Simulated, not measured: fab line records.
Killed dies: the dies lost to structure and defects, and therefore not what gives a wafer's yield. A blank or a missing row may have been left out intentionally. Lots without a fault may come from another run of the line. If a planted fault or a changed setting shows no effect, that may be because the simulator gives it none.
Chamber matching -- flow nand_harc -- NHARC_P_M2_PRE_CLEAN_32 on pecvd-04 has 3 sister chambers
The step time 12 s. 3 wafers are shown with their chamber, then 7 later ones without.

== WAFERS WITH THEIR CHAMBER ==
wafer,chamber,heater_power_w (W)
L086.5,2,713
L091.2,1,591
L091.4,0,718

== WAFERS WITHOUT THEIR CHAMBER ==
wafer,heater_power_w (W)
L091.5,570
L092.2,704
L092.3,799
L092.4,708
L092.1,537
L092.5,549
L092.6,780

== EACH ONE'S CHAMBER ==
wafer,from the rows above,in truth
L091.5,1,1
L092.2,can't be placed: 2 or 0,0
L092.3,can't be placed: 0 or 2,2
L092.4,can't be placed: 2 or 0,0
L092.1,1,1
L092.5,1,1
L092.6,can't be placed: 0 or 2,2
3 of 7 placed correctly. Unplaceable from these rows: 4, with the true chamber sitting among the candidates in 4. Placed wrongly: 0.
How it was worked out, from the rows above alone: a wafer's distance from a chamber is the root of the sum, over the readings, of the square of ((its reading less the chamber's mean) divided by the reading's scatter). The wafer belongs to the nearest chamber; if the next one is less than 2 further off, it can't be placed. For every chamber, the mean is computed from those of its wafers that are shown. The scatter: with one shown wafer a chamber, the root of the mean of the squares of how far each hidden wafer lies from its nearest shown one.
